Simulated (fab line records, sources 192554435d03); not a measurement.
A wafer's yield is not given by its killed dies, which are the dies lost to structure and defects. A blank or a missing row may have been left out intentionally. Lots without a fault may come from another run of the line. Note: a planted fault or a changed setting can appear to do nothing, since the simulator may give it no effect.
Matching of chambers / flow n5 finfet / rie si-05 running N5_FIN_SAQP_ETCH_65: 4 sister chambers
The step etches SiO2 in CF4, target depth 4 nm, time 4.4 s. 8 wafers are shown with their chamber, then 9 later ones without.

== WAFERS PAIRED WITH THEIR CHAMBERS ==
wafer=L085.2; chamber=1; throttle valve pct (%)=21.63; oes product au (a.u.)=0.988
wafer=L086.5; chamber=3; throttle valve pct (%)=21.81; oes product au (a.u.)=1.008
wafer=L087.3; chamber=0; throttle valve pct (%)=21.48; oes product au (a.u.)=1.009
wafer=L087.4; chamber=1; throttle valve pct (%)=21.62; oes product au (a.u.)=0.984
wafer=L087.5; chamber=3; throttle valve pct (%)=21.79; oes product au (a.u.)=0.988
wafer=L088.1; chamber=2; throttle valve pct (%)=21.87; oes product au (a.u.)=0.945
wafer=L088.4; chamber=0; throttle valve pct (%)=21.47; oes product au (a.u.)=1.008
wafer=L088.5; chamber=2; throttle valve pct (%)=21.87; oes product au (a.u.)=0.956

== WAFERS WITH NO CHAMBER GIVEN ==
wafer=L089.1; throttle valve pct (%)=21.87; oes product au (a.u.)=0.960
wafer=L089.2; throttle valve pct (%)=21.62; oes product au (a.u.)=0.987
wafer=L089.6; throttle valve pct (%)=21.86; oes product au (a.u.)=0.968
wafer=L090.3; throttle valve pct (%)=21.48; oes product au (a.u.)=1.022
wafer=L090.4; throttle valve pct (%)=21.62; oes product au (a.u.)=0.999
wafer=L090.5; throttle valve pct (%)=21.86; oes product au (a.u.)=0.970
wafer=L092.1; throttle valve pct (%)=21.62; oes product au (a.u.)=0.978
wafer=L092.2; throttle valve pct (%)=21.79; oes product au (a.u.)=0.986
wafer=L092.5; throttle valve pct (%)=21.81; oes product au (a.u.)=0.988

== WHICH CHAMBER EACH ONE RAN IN ==
wafer=L089.1; from the rows above=2; in truth=2
wafer=L089.2; from the rows above=1; in truth=1
wafer=L089.6; from the rows above=2; in truth=2
wafer=L090.3; from the rows above=0; in truth=0
wafer=L090.4; from the rows above=1; in truth=1
wafer=L090.5; from the rows above=2; in truth=2
wafer=L092.1; from the rows above=1; in truth=1
wafer=L092.2; from the rows above=3; in truth=3
wafer=L092.5; from the rows above=3; in truth=3
9 of 9 placed correctly. Not placeable from these rows: 0. Placed wrongly: 0.
How it was worked out, from the rows above alone: a wafer's distance from a chamber is the root of the sum, over the readings, of the square of ((its reading less the chamber's mean) divided by the reading's scatter). If the next closest chamber is less than 2 further off than the closest, the wafer can't be placed; otherwise it belongs to the closest. For every chamber, the mean is computed from those of its wafers that are shown. The scatter is the square root of a quotient: the sum, over the shown wafers, of each reading's squared deviation from its chamber's mean, divided by wafers minus chambers.
